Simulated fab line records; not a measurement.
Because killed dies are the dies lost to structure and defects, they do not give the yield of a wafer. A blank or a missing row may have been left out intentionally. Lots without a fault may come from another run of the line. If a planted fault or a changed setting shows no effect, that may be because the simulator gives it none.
fab line records    flow n5-finfet
record: lots: 14  wafers: 41  last-day: 18
route steps=1938 shown BEOL_M1@754 BEOL_M4@1111
lots that met no fault: from a run of the same line without faults
start-h: hours from the record's first day to the start of the lot's first wafer shown    wait-h: hours since the lot's step before    " identical to the entry in the row above    L1.1+2: one row covering several wafers at once    - either no value or no given start    * or withheld: withheld    < > ~ a bound
route shown NAME@n: NAME is a module with steps in the file, n the number in the route of the first one    usual: mean/standard deviation taken from wafers without a fault    same: alike in all rows    chamber/n: place in a boat    sites: the reading at each site    _std_site: standard deviation of those values    _edge_site: the outer-site mean with the inner-site mean subtracted    radius-mm: how far each site lies from the wafer's centre    mask NAME#n: copy n    behind: tool/chamber where the wafer was last shaped    hold: why the lot was held/for how many hours/how that ended    device: which transistor (n, p or np) failed to switch    end of line: the route-end tests of the same wafers    a step given without rows: its recipe and nothing more    killed: dies lost to structure and defects at the first sort, not the wafer's yield    map: the dies of a wafer, with x for killed, . for not killed, _ for no die there
set.NAME: the setting that was run; set.NAME@STEP: the one run at that earlier step    model.NAME: the simulator's own value behind a step, which no gauge read
one table for each step of the route and one row for each wafer, over a sample of lots
services: from which hour (start-h, from the record's first day; less than 0 if before it) a tool's chamber was out of use, for how many hours, and why
== steps ==
step: N5_BEOL_M1_HM_DEP_02
recipe: material: TiN  target-thk-a: 200  temp-c: 25  chamber-pressure-pa: 0.49996
usual: throttle-valve-pct: 30.4/1.2
lot.wafer  tool            chamber  start-h  wait-h  throttle-valve-pct
L870.1     pvd-sputter-03  -        121.78   1.2     32.2
L870.3     "               -        "        "       28.8
L870.6     "               -        "        "       32.4
L871.1     pvd-sputter-01  -        129.01   0.8     28.5
L871.3     "               -        "        "       30.3
L871.4     "               -        "        "       31.5
L872.1     pvd-sputter-02  -        142.52   0.0     30.1
L872.3     "               -        "        "       30.7
L872.6     "               -        "        "       30.8
L874.2     pvd-sputter-02  -        146.26   1.2     30.2
L874.4     "               -        "        "       30.9
L874.5     "               -        "        "       30.7
L875.1     pvd-sputter-02  -        151.70   0.9     31.1
L875.3     "               -        "        "       30.2
L875.4     "               -        "        "       29.0
L876.2     pvd-sputter-01  -        164.39   0.1     28.6
L876.4     "               -        "        "       31.6
L876.5     "               -        "        "       28.6
L883.2     pvd-sputter-02  -        205.34   2.1     30.5
L883.3     "               -        "        "       28.8
L883.5     "               -        "        "       30.9
L882.1     pvd-sputter-02  -        205.44   2.0     30.9
L882.3     "               -        "        "       30.9
L882.4     "               -        "        "       28.9
L887.3     pvd-sputter-03  -        220.60   1.5     32.1
L887.4     "               -        "        "       31.5
L887.6     "               -        "        "       31.3
L884.1     pvd-sputter-03  -        220.70   1.4     28.8
L884.4     "               -        "        "       28.7
L884.5     "               -        "        "       32.3
L888.3     pvd-sputter-02  -        233.49   0.0     30.0
L888.4     "               -        "        "       30.8
L888.6     "               -        "        "       29.1
L890.1     pvd-sputter-02  -        251.82   0.9     28.9
L890.5     "               -        "        "       30.3
L890.6     "               -        "        "       28.9
L892.5     pvd-sputter-01  -        258.49   1.0     31.5
L892.6     "               -        "        "       32.0
L893.1     pvd-sputter-03  -        266.80   1.7     28.9
L893.2     "               -        "        "       32.0
L893.3     "               -        "        "       31.4
step: N5_BEOL_M1_ETCH_74
recipe: chemistry: N2/H2  target: underlayer  target-depth-a: 65  mask-material: CAR-EUV  time-s: 5.2  ion-energy-ev: 200  pressure-mtorr: 30  source-w: 840  bias-w: 150  n2-flow-sccm: 200  h2-flow-sccm: 200  ends: cleared
usual: drypump-motor-current-A: 5.7/0.38  etch-rf-on-time-s: 5.20/0.12  oes-product-au: 0.71/0.074  rf-vpp-V: 524.8/2.2  showerhead-plenum-p-Torr: 2.58/0.076  throttle-valve-pct: 17.80/0.27
lot.wafer  tool         chamber  start-h  wait-h  drypump-motor-current-A  etch-rf-on-time-s  oes-product-au  rf-hours-counter-h  rf-vpp-V  showerhead-plenum-p-Torr  throttle-valve-pct
L870.1     rie-diel-02  1        122.45   0.0     4.9                      5.43               0.59            234                 526.0     2.61                      17.86
L870.3     "            0        "        "       5.4                      5.41               0.58            239                 519.7     2.43                      18.06
L870.6     "            3        "        "       5.2                      5.29               0.62            -                   526.9     2.66                      18.17
L871.1     rie-diel-05  1        129.78   0.0     5.6                      5.05               0.65            138                 522.7     2.53                      17.70
L871.3     "            3        "        "       5.6                      5.20               0.80            7                   522.5     2.48                      17.38
L871.4     "            2        "        "       5.5                      5.37               0.78            24                  525.0     2.61                      17.68
L872.1     rie-diel-04  3        143.07   0.0     5.7                      5.32               0.76            26                  525.1     2.62                      17.98
L872.3     "            0        "        "       5.9                      5.17               0.67            126                 526.4     2.54                      17.60
L872.6     "            2        "        "       6.4                      5.05               0.76            -                   526.3     2.60                      18.04
L874.2     rie-diel-05  2        146.81   0.0     5.5                      5.38               0.76            28                  526.0     2.60                      17.68
L874.4     "            3        "        "       5.6                      5.16               0.80            10                  525.0     2.48                      17.39
L874.5     "            0        "        "       6.2                      5.17               0.64            -                   527.8     2.65                      18.17
L875.1     rie-diel-05  0        152.25   0.0     6.2                      5.20               0.65            160                 525.7     2.65                      18.18
L875.3     "            2        "        "       5.5                      5.37               0.76            29                  527.3     2.60                      17.70
L875.4     "            3        "        "       5.6                      5.15               0.78            12                  523.0     2.48                      17.40
L876.2     rie-diel-04  3        165.06   0.0     5.7                      5.23               0.74            34                  526.0     2.62                      17.99
L876.4     "            2        "        "       6.4                      5.04               0.76            43                  524.9     2.60                      18.02
L876.5     "            1        "        "       5.3                      5.05               0.83            -                   523.3     2.49                      17.70
L883.2     rie-diel-02  2        206.48   0.0     5.6                      5.38               0.63            169                 523.2     2.53                      17.57
L883.3     "            3        "        "       5.2                      5.34               0.61            177                 526.7     2.65                      18.22
L883.5     "            2        "        "       5.6                      5.30               0.62            -                   522.1     2.53                      17.56
L882.1     rie-diel-04  3        206.53   0.0     5.7                      5.23               0.72            45                  524.2     2.61                      18.03
L882.3     "            2        "        "       6.4                      5.03               0.74            54                  525.9     2.60                      18.05
L882.4     "            0        "        "       5.9                      5.15               0.65            146                 526.1     2.53                      17.63
L887.3     rie-diel-02  3        221.61   0.0     5.2                      5.32               0.60            182                 526.7     2.65                      18.22
L887.4     "            2        "        "       5.6                      5.28               0.62            173                 523.7     2.53                      17.56
L887.6     "            0        "        "       5.4                      5.24               0.80            -                   527.0     2.74                      17.64
L884.1     rie-diel-04  3        221.68   0.0     5.7                      5.25               0.73            50                  525.4     2.61                      18.05
L884.4     "            0        "        "       5.9                      5.16               0.65            150                 524.2     2.53                      17.67
L884.5     "            2        "        "       6.4                      5.05               0.73            -                   527.2     2.59                      18.08
L888.3     rie-diel-05  1        234.16   0.0     5.6                      5.18               0.63            169                 522.4     2.52                      17.72
L888.4     "            0        "        "       6.2                      5.29               0.61            187                 527.4     2.64                      18.21
L888.6     "            1        "        "       5.6                      5.11               0.63            -                   522.7     2.52                      17.74
L890.1     rie-diel-05  3        252.37   0.0     5.6                      5.14               0.75            38                  521.7     2.47                      17.45
L890.5     "            3        "        "       5.6                      5.11               0.75            -                   521.0     2.47                      17.44
L890.6     "            0        "        "       6.2                      5.24               0.61            -                   523.2     2.64                      18.24
L892.5     rie-diel-04  2        259.17   0.0     6.4                      5.10               0.73            -                   526.5     2.59                      18.08
L892.6     "            1        "        "       5.4                      5.18               0.76            -                   523.5     2.48                      17.73
L893.1     rie-diel-02  0        267.47   0.0     5.4                      5.26               0.77            28                  530.2     2.73                      17.68
L893.2     "            1        "        "       4.9                      5.37               0.77            19                  525.9     2.59                      17.51
L893.3     "            2        "        "       5.6                      5.30               0.62            184                 523.2     2.52                      17.59
step: N5_BEOL_M1_HM_OPEN_17
recipe: chemistry: Cl2/BCl3  target-depth-a: 200  overetch-a: 60  target: TiN  mask-material: SOC  ion-energy-ev: 150  pressure-mtorr: 10  icp-w: 1000  bias-w: 126  Cl2_flow_sccm: 53.25  bcl3-flow-sccm: 21.75  Ar_flow_sccm: 25
usual: bcl3-flow-sccm: 21.75/0.065  bias-w: 126.0/0.37  drypump-motor-current-A: 5.9/0.46  oes-product-au: 0.66/0.057  throttle-valve-pct: 22.19/0.21
lot.wafer  tool          chamber  start-h  wait-h  bcl3-flow-sccm  bias-w  drypump-motor-current-A  oes-product-au  rf-hours-counter-h  throttle-valve-pct
L870.1     rie-metal-02  0        122.66   0.0     21.82           126.0   5.6                      0.68            36                  22.32
L870.3     "             1        "        "       21.75           126.3   5.3                      0.60            -                   22.12
L870.6     "             0        "        "       21.75           125.5   5.6                      0.68            -                   22.31
L871.1     rie-metal-02  1        130.00   0.0     21.72           125.8   5.3                      0.60            74                  22.11
L871.3     "             0        "        "       21.78           125.1   5.6                      0.68            -                   22.35
L871.4     "             1        "        "       21.87           126.2   5.3                      0.60            -                   22.10
L872.1     rie-metal-02  0        143.28   0.0     21.69           126.3   5.6                      0.66            37                  22.35
L872.3     "             0        "        "       21.82           125.9   5.6                      0.66            -                   22.37
L872.6     "             1        "        "       21.70           126.5   5.4                      0.58            -                   22.12
L874.2     rie-metal-02  1        147.02   0.0     21.75           126.3   5.3                      0.59            75                  22.12
L874.4     "             0        "        "       21.81           125.7   5.6                      0.68            -                   22.35
L874.5     "             0        "        "       21.71           125.6   5.6                      0.66            -                   22.35
L875.1     rie-metal-02  0        152.46   0.0     21.65           126.4   5.6                      0.68            38                  22.33
L875.3     "             0        "        "       21.58           126.1   5.6                      0.68            -                   22.35
L875.4     "             1        "        "       21.80           126.2   5.4                      0.59            -                   22.12
L876.2     rie-metal-01  0        165.27   0.0     21.73           126.0   5.7                      0.74            15                  21.88
L876.4     "             0        "        "       21.82           126.2   5.7                      0.74            -                   21.88
L876.5     "             0        "        "       21.69           126.2   5.7                      0.74            -                   21.88
L883.2     rie-metal-01  0        206.70   0.0     -               -       -                        -               -                   -
L883.3     "             0        "        "       -               -       -                        -               -                   -
L883.5     "             1        "        "       -               -       -                        -               -                   -
L882.1     rie-metal-02  0        206.74   0.0     -               -       -                        -               -                   -
L882.3     "             1        "        "       -               -       -                        -               -                   -
L882.4     "             0        "        "       -               -       -                        -               -                   -
L887.3     rie-metal-03  1        221.87   0.1     21.78           127.2   5.9                      0.67            -                   22.08
L887.4     "             0        "        "       21.78           126.0   6.6                      0.71            -                   22.16
L887.6     "             0        "        "       21.75           125.9   6.6                      0.71            -                   22.18
L884.1     rie-metal-02  1        221.90   0.0     21.87           125.8   5.4                      0.59            81                  22.11
L884.4     "             0        "        "       21.62           126.5   5.6                      0.65            -                   22.36
L884.5     "             1        "        "       21.78           126.3   5.4                      0.59            -                   22.11
L888.3     rie-metal-03  0        234.40   0.1     21.77           126.2   6.7                      0.71            -                   22.16
L888.4     "             1        "        "       21.76           126.3   5.9                      0.67            -                   22.08
L888.6     "             1        "        "       21.61           126.6   5.9                      0.66            -                   22.09
L890.1     rie-metal-01  0        252.58   0.0     21.68           126.7   5.7                      0.69            24                  21.92
L890.5     "             0        "        "       21.79           126.5   5.7                      0.70            -                   21.92
L890.6     "             1        "        "       21.71           125.7   6.1                      0.55            -                   22.77
L892.5     rie-metal-03  1        259.43   0.1     21.78           126.1   5.9                      0.68            -                   22.08
L892.6     "             0        "        "       21.74           126.3   6.7                      0.71            -                   22.16
L893.1     rie-metal-02  0        267.68   0.0     21.71           125.7   5.6                      0.65            46                  22.36
L893.2     "             1        "        "       21.81           125.8   5.4                      0.59            84                  22.11
L893.3     "             0        "        "       21.84           125.6   5.6                      0.66            -                   22.37
step: N5_BEOL_M1_CD_MEAS_18
recipe: pitch-nm: 36  target-cd-nm: 18
usual: cd-nm: 18.0/0.38
lot.wafer  tool       chamber  start-h  wait-h  cd-nm
L870.1     cd-sem-01  -        122.84   0.0     17.8
L870.3     "          -        "        "       18.4
L870.6     "          -        "        "       18.4
L871.1     cd-sem-01  -        130.18   0.0     18.0
L871.3     "          -        "        "       17.3
L871.4     "          -        "        "       17.7
L872.1     cd-sem-03  -        143.48   0.1     18.3
L872.3     "          -        "        "       18.4
L872.6     "          -        "        "       18.2
L874.2     cd-sem-01  -        147.20   0.1     18.4
L874.4     "          -        "        "       17.9
L874.5     "          -        "        "       18.1
L875.1     cd-sem-03  -        152.64   0.0     17.6
L875.3     "          -        "        "       17.7
L875.4     "          -        "        "       17.6
L876.2     cd-sem-02  -        165.46   0.1     17.8
L876.4     "          -        "        "       17.9
L876.5     "          -        "        "       17.8
L883.2     cd-sem-01  -        207.02   0.1     -
L883.3     "          -        "        "       -
L883.5     "          -        "        "       -
L882.1     cd-sem-02  -        207.03   0.0     -
L882.3     "          -        "        "       -
L882.4     "          -        "        "       -
L887.3     cd-sem-01  -        222.05   0.1     18.6
L887.4     "          -        "        "       18.8
L887.6     "          -        "        "       18.2
L884.1     cd-sem-03  -        222.09   0.0     17.4
L884.4     "          -        "        "       17.6
L884.5     "          -        "        "       17.4
L888.3     cd-sem-03  -        234.55   0.1     18.4
L888.4     "          -        "        "       17.8
L888.6     "          -        "        "       18.0
L890.1     cd-sem-02  -        252.89   0.0     18.0
L890.5     "          -        "        "       18.1
L890.6     "          -        "        "       17.7
L892.5     cd-sem-03  -        259.56   0.0     18.3
L892.6     "          -        "        "       18.6
L893.1     cd-sem-02  -        268.10   0.0     17.8
L893.2     "          -        "        "       18.5
L893.3     "          -        "        "       17.8
step: N5_BEOL_M1_CD_MEAS_28
recipe: landing-energy-ev: 500  detector: se-inlens  target-cd-y-nm: 23.3
usual: cd-nm: 24.00/0.22
lot.wafer  tool       chamber  start-h  wait-h  cd-nm
L870.1     cd-sem-01  0        123.31   -       23.60
L870.3     "          0        "        "       24.08
L870.6     "          0        "        "       23.95
L871.1     cd-sem-02  0        130.51   -       24.02
L871.3     "          0        "        "       24.03
L871.4     "          0        "        "       23.92
L872.1     cd-sem-01  0        143.80   -       24.09
L872.3     "          0        "        "       23.82
L872.6     "          0        "        "       24.04
L874.2     cd-sem-03  0        147.52   -       24.02
L874.4     "          0        "        "       24.17
L874.5     "          0        "        "       24.05
L875.1     cd-sem-03  0        152.96   -       24.23
L875.3     "          0        "        "       24.07
L875.4     "          0        "        "       24.24
L876.2     cd-sem-02  0        165.90   -       24.26
L876.4     "          0        "        "       24.15
L876.5     "          0        "        "       24.29
L887.3     cd-sem-03  0        222.37   -       23.81
L887.4     "          0        "        "       24.41
L887.6     "          0        "        "       24.59
L884.1     cd-sem-02  0        222.43   -       23.82
L884.4     "          0        "        "       23.82
L884.5     "          0        "        "       23.80
L888.3     cd-sem-02  0        234.87   -       23.75
L888.4     "          0        "        "       24.06
L888.6     "          0        "        "       24.20
L890.1     cd-sem-01  0        253.21   -       23.81
L890.5     "          0        "        "       24.13
L890.6     "          0        "        "       24.10
L892.5     cd-sem-02  0        259.88   -       24.06
L892.6     "          0        "        "       23.82
L893.1     cd-sem-01  0        268.41   -       24.15
L893.2     "          0        "        "       23.96
L893.3     "          0        "        "       24.68
step: N5_BEOL_M4_RC_MEAS_101
usual: DIBL_N: 35.7/1.5  DIBL_P: 35.7/2  IOFF_N: 0.155/0.026  IOFF_P: 0.20/0.031  ION_N: 675/11  ION_P: 462/7.1  SS_N: 71.3/0.57  SS_P: 73.1/0.56  VT_N: 250/3  VT_P: -251/3
lot.wafer  tool       chamber  start-h  wait-h  DIBL_N[mV/V]  DIBL_P[mV/V]  IOFF_N[nA/um]  IOFF_P[nA/um]  ION_N[uA/um]  ION_P[uA/um]  SS_N[mV/dec]  SS_P[mV/dec]  VT_N[mV]  VT_P[mV]
L870.1     prober-02  0        175.87   0.0     36.7          36.3          0.153          0.21           667           459           71.6          72.7          251       -252
L870.3     "          0        "        "       37.2          36.8          0.171          0.23           673           459           71.7          73.6          250       -249
L870.6     "          0        "        "       35.3          34.4          0.142          0.18           666           461           71.2          72.6          252       -251
L871.1     prober-01  0        185.28   0.0     37.9          38.4          0.208          0.24           696           472           72.1          73.4          245       -247
L871.3     "          0        "        "       37.5          37.2          0.182          0.23           671           461           71.8          73.3          247       -248
L871.4     "          0        "        "       35.9          36.3          0.166          0.22           688           474           70.9          73.4          247       -249
L872.1     prober-02  0        194.13   0.0     34.0          33.8          0.141          0.19           683           462           71.2          72.1          250       -250
L872.3     "          0        "        "       36.0          37.2          0.186          0.26           685           468           71.9          73.3          245       -246
L872.6     "          0        "        "       33.7          33.5          0.142          0.19           678           465           70.4          72.3          249       -250
L875.1     prober-01  0        198.41   0.0     32.8          32.8          0.124          0.17           669           460           71.5          72.4          251       -251
L875.3     "          0        "        "       30.9          30.8          0.101          0.14           638           444           69.9          71.8          256       -255
L875.4     "          0        "        "       34.8          34.6          0.152          0.19           676           460           71.7          72.7          247       -252
L874.2     prober-02  0        199.05   0.2     36.1          34.7          0.165          0.21           674           460           72.0          72.9          248       -251
L874.4     "          0        "        "       37.1          34.5          0.181          0.20           694           468           72.9          73.0          248       -252
L874.5     "          0        "        "       35.4          32.9          0.140          0.18           678           464           71.3          72.6          251       -252
L876.2     prober-01  0        216.71   0.2     36.2          37.5          0.178          0.24           685           470           71.6          72.9          246       -247
L876.4     "          0        "        "       37.4          38.2          0.200          0.24           684           469           71.5          73.6          245       -246
L876.5     "          0        "        "       35.3          36.8          0.169          0.22           686           475           70.8          72.9          247       -250
L884.1     prober-02  0        267.64   0.0     34.9          35.7          0.146          0.18           680           461           70.7          72.8          249       -250
L884.4     "          0        "        "       35.6          35.3          0.153          0.18           667           459           70.9          73.2          250       -250
L884.5     "          0        "        "       35.3          36.2          0.148          0.20           676           465           70.3          73.6          250       -252
L887.3     prober-01  0        267.86   0.3     35.5          35.8          0.158          0.20           681           464           70.7          73.1          246       -251
L887.4     "          0        "        "       37.5          39.5          0.209          0.26           700           476           71.8          73.2          242       -247
L887.6     "          0        "        "       35.3          35.7          0.144          0.20           661           460           71.2          72.8          249       -250
L888.3     prober-02  0        293.25   0.3     33.4          34.3          0.121          0.14           668           450           71.4          72.9          253       -256
L888.4     "          0        "        "       34.1          34.8          0.133          0.15           677           455           71.6          72.9          250       -257
L888.6     "          0        "        "       34.6          35.3          0.136          0.15           677           456           71.7          72.8          250       -258
L890.1     prober-01  0        305.37   0.0     34.4          34.9          0.137          0.18           666           456           71.0          72.7          251       -253
L890.5     "          0        "        "       33.9          34.4          0.128          0.18           659           456           71.1          72.4          252       -255
L890.6     "          0        "        "       36.7          37.3          0.166          0.21           675           459           71.2          73.2          250       -253
L892.5     prober-01  0        312.16   0.6     36.4          38.0          0.163          0.20           666           459           71.1          73.1          246       -252
L892.6     "          0        "        "       37.0          39.4          0.172          0.22           676           464           71.1          73.1          249       -251
L893.1     prober-02  0        320.07   0.0     36.7          38.3          0.173          0.21           680           466           72.6          73.2          247       -251
L893.2     "          0        "        "       37.4          38.4          0.189          0.22           674           461           71.5          73.3          246       -251
L893.3     "          0        "        "       35.5          37.9          0.159          0.21           683           462           72.3          72.8          249       -250
== services ==
tool            chamber  start-h  hours  kind
rie-diel-04     1        105.94   -      clean
rie-diel-04     1        105.94   -      consumable-replace:focus-ring
rie-diel-04     1        105.94   40.1   scheduled-down
rie-diel-04     1        105.94   40.1   vent-cycle
rie-diel-05     1        112.71   3.3    repair
rie-diel-04     2        143.32   5.9    repair
rie-diel-04     -        144.48   0.2    repair
pvd-sputter-03  -        144.93   4.2    repair
rie-diel-02     2        145.20   5.7    repair
rie-metal-02    -        153.70   1.6    repair
rie-diel-02     0        162.78   -      clean
rie-diel-02     0        162.78   -      consumable-replace:focus-ring
rie-diel-02     0        162.78   -      consumable-replace:showerhead
rie-diel-02     0        162.78   20.6   scheduled-down
rie-diel-02     0        162.78   20.6   vent-cycle
rie-diel-02     -        174.67   14.6   pm
pvd-sputter-03  -        178.36   1.0    repair
rie-metal-02    0        185.95   2.6    repair
rie-diel-02     1        189.27   -      clean
rie-diel-02     0        190.78   2.9    repair
rie-diel-02     3        201.95   4.0    repair
rie-diel-05     3        210.20   15.3   repair
rie-metal-02    1        228.40   16.7   repair
rie-diel-02     3        264.08   11.4   repair
== key ==
first-sign: step: N5_BEOL_M1_HM_OPEN_17  reading: tool-record  direction: missing
effect: step: N5_BEOL_M1_CD_MEAS_18  reading: cd-nm  direction: missing
met-at N5_BEOL_M1_HM_OPEN_17
struck-lots L882,L883
later-rows-left-out L882.1,L882.3,L882.4,L883.2,L883.3,L883.5
sort-left-out L882.1,L882.3,L882.4,L883.2,L883.3,L883.5
not-acting-at N5_BEOL_M1_HM_DEP_02,N5_BEOL_M1_ETCH_74,N5_BEOL_M1_CD_MEAS_28
onset-between 165.27 206.70
fault: kind: skipped-step-whole  tool: rie-metal-01,rie-metal-02  chamber: -  onset-h: 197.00  steps: N5_BEOL_M1_HM_OPEN_17  scope: struck-lots-only
sort-left-out: the simulated sort isn't trusted on such a fault, so these wafers' sort isn't shown, and their yield isn't known
later-rows-left-out: the simulator's readings of these wafers behind a module that went badly wrong aren't trusted and aren't shown, but for the sort
